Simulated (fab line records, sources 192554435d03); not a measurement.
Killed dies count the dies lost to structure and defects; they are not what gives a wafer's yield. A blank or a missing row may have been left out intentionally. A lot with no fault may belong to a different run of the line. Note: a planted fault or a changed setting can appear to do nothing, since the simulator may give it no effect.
Split-lot trial	flow n5_finfet	21 wafers read across 7 lots, on a route 1938 steps long

ABOUT THE SPLIT
At N5_BEOL_M3_COAT_76 (time 60 s, resist thk 5 nm), the setting spin_rpm was moved away from the recipe's 1500 rpm on 8 of the 21 wafers read, by -10.0% to +10.9%. For the rest of the wafers, this setting stayed at what the recipe calls for.

FROM THE SPLIT TO THE READING: what the file shows between them, 3 steps
- N5_BEOL_M3_COAT_22: resist thk 30 nm
- N5_BEOL_M3_EBR_24
- N5_BEOL_M3_DESCUM_33: chemistry O2, time 7 s

THE READING
etch.depth_nm (the simulator's own value, which no gauge read), in nm, at N5_BEOL_M3_ETCH_77 (etches underlayer in N2/H2, target depth 6.5 nm, time 5.2 s). The file gives no usual value for it. Across the 13 wafers here that went through the recipe, the average is 5.005 nm and the standard deviation 0.023 nm.

wafer	tool, chamber at the split	spin_rpm as run, rpm	against the recipe	etch.depth_nm, nm	against lot-mates on the recipe
L077.1	litho_track-01, 0	1500	recipe	4.997	-
L077.2	litho_track-01, 0	1500	recipe	5.001	-
L077.3	litho_track-01, 0	1500	recipe	5.016	-
L082.2	litho_track-02, 0	1350	-10.0%	5.229	+0.282
L082.3	litho_track-02, 0	1350	-10.0%	5.225	+0.278
L082.6	litho_track-02, 0	1500	recipe	4.947	-
L084.3	litho_track-02, 0	1604	+6.9%	4.83	-0.146
L084.5	litho_track-02, 0	1500	recipe	4.976	-
L084.6	litho_track-02, 0	1604	+6.9%	4.825	-0.151
L085.1	litho_track-05, 0	1500	recipe	5.031	-
L085.5	litho_track-05, 0	1500	recipe	5.019	-
L085.6	litho_track-05, 0	1500	recipe	5.041	-
L087.2	litho_track-01, 0	1500	recipe	5.012	-
L087.3	litho_track-01, 0	1500	recipe	5.006	-
L087.6	litho_track-01, 0	1500	recipe	5.007	-
L089.2	litho_track-05, 0	1663	+10.9%	4.767	-0.229
L089.5	litho_track-05, 0	1500	recipe	4.996	-
L089.6	litho_track-05, 0	1663	+10.9%	4.763	-0.233
L093.2	litho_track-05, 0	1606	+7.1%	4.848	-0.163
L093.3	litho_track-05, 0	1500	recipe	5.011	-
L093.6	litho_track-05, 0	1606	+7.1%	4.84	-0.171

THE FIT
A straight line over all 21 wafers: etch.depth_nm changes by -0.0227 nm for each +1% of spin_rpm; r = -0.99; the points scatter about the line by 0.02 nm.
The same after taking each lot's own level away (the mean of its wafers on the recipe; 21 wafers): -0.0242 nm for each +1%; r = -0.99; scatter 0.016 nm.
The reading moves by 0.26 nm for the largest change in spin_rpm, on that fit.
The span of the lots' own levels, 4.9470 to 5.0303 nm, comes to 3.7 times the standard deviation stated above.
The two slopes agree, so the slope changes little with the lot-to-lot level.
Check: with one of the wafers moved furthest among these (+10.9%) left out of the fit, the line predicts -0.26 nm for it against its lot-mates. It came out at -0.229 nm against them.

FURTHER SPLITS ON THESE WAFERS
Before the reading, these wafers also passed through other splits. Each is held against what the fit with the lots' levels taken away leaves over:
other split on the same wafers	wafers away from the commonest value	r with etch.depth_nm (lot level and that fit taken away)
N5_BEOL_M0_SAQP_COAT_08 spin_rpm	3	-0.04
N5_BEOL_M2_DESCUM_16 time_s	9	-0.23
N5_BEOL_M2_ETCH_64 source_w	10	+0.47
N5_BEOL_M3_ETCH_64 time_s	10	+0.32

THE FILE'S OWN FIT
etch.depth_nm changes by -0.0238 nm for each +1% of spin_rpm, r = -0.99.
